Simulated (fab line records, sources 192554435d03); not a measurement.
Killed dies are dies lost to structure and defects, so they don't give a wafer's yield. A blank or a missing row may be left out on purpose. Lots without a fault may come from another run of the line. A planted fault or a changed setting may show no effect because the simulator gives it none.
Chamber matching | flow n5_finfet | N5_BEOL_M0_SAQP_MANDREL2_REMOVE_110 on rie_si-06: 4 sister chambers
The step chemistry HBr/Cl2/O2, target a-Si, stops on SiCN, bt time 10 s. 14 wafers are shown with their chamber, then 7 later ones without.

WAFERS WITH THEIR CHAMBER
wafer  | chamber | throttle_valve_pct (%) | drypump_motor_current_A (A) | oes_product_au (a.u.)
L077.1 | 3       | 37.0                   | 6.3                         | 1.010
L077.4 | 2       | 36.2                   | 5.7                         | 0.990
L077.5 | 1       | 37.3                   | 5.6                         | 0.985
L078.1 | 2       | 36.2                   | 5.6                         | 0.981
L078.3 | 0       | 37.0                   | 5.4                         | 1.010
L078.4 | 1       | 37.3                   | 5.6                         | 0.980
L079.1 | 0       | 37.1                   | 5.4                         | 0.997
L079.4 | 2       | 36.2                   | 5.7                         | 0.980
L079.6 | 0       | 37.1                   | 5.4                         | 1.001
L083.2 | 3       | 37.0                   | 6.3                         | 1.006
L083.4 | 1       | 37.3                   | 5.7                         | 0.990
L083.6 | 1       | 37.3                   | 5.7                         | 0.987
L091.1 | 3       | 37.0                   | 6.3                         | 1.013
L091.2 | 2       | 36.2                   | 5.7                         | 0.979

SIGNATURES (means of the wafers above)
reading                 | chamber 0 | chamber 1 | chamber 2 | chamber 3 | scatter within a chamber
throttle_valve_pct      | 37.067    | 37.300    | 36.200    | 37.000    | 0.0258
drypump_motor_current_A | 5.400     | 5.650     | 5.675     | 6.300     | 0.0418
oes_product_au          | 1.00267   | 0.98550   | 0.98250   | 1.00967   | 0.00493
Rule: a wafer's distance from a chamber is the root of the sum, over the readings, of the square of ((its reading less the chamber's mean) divided by the reading's scatter). The wafer belongs to the nearest chamber; if the next one is less than 2 further off, it can't be placed. The scatter: the root of (the sum of the squares of (reading less its chamber's mean) over the shown wafers, divided by (wafers less chambers)).

WAFERS WITHOUT THEIR CHAMBER
wafer  | throttle_valve_pct (%) | drypump_motor_current_A (A) | oes_product_au (a.u.)
L091.6 | 37.3                   | 5.7                         | 0.973
L094.1 | 37.3                   | 5.7                         | 0.980
L094.2 | 37.1                   | 5.4                         | 1.007
L094.5 | 37.0                   | 6.3                         | 1.000
L095.2 | 37.0                   | 6.3                         | 1.003
L095.5 | 37.3                   | 5.7                         | 0.980
L095.6 | 37.1                   | 5.4                         | 1.004

WHICH CHAMBER EACH WENT THROUGH
wafer  | from the rows above | in truth
L091.6 | 1                   | 1
L094.1 | 1                   | 1
L094.2 | 0                   | 0
L094.5 | 3                   | 3
L095.2 | 3                   | 3
L095.5 | 1                   | 1
L095.6 | 0                   | 0
Placed correctly: 7 of 7. Can't be placed from these rows: 0. Placed wrongly: 0.
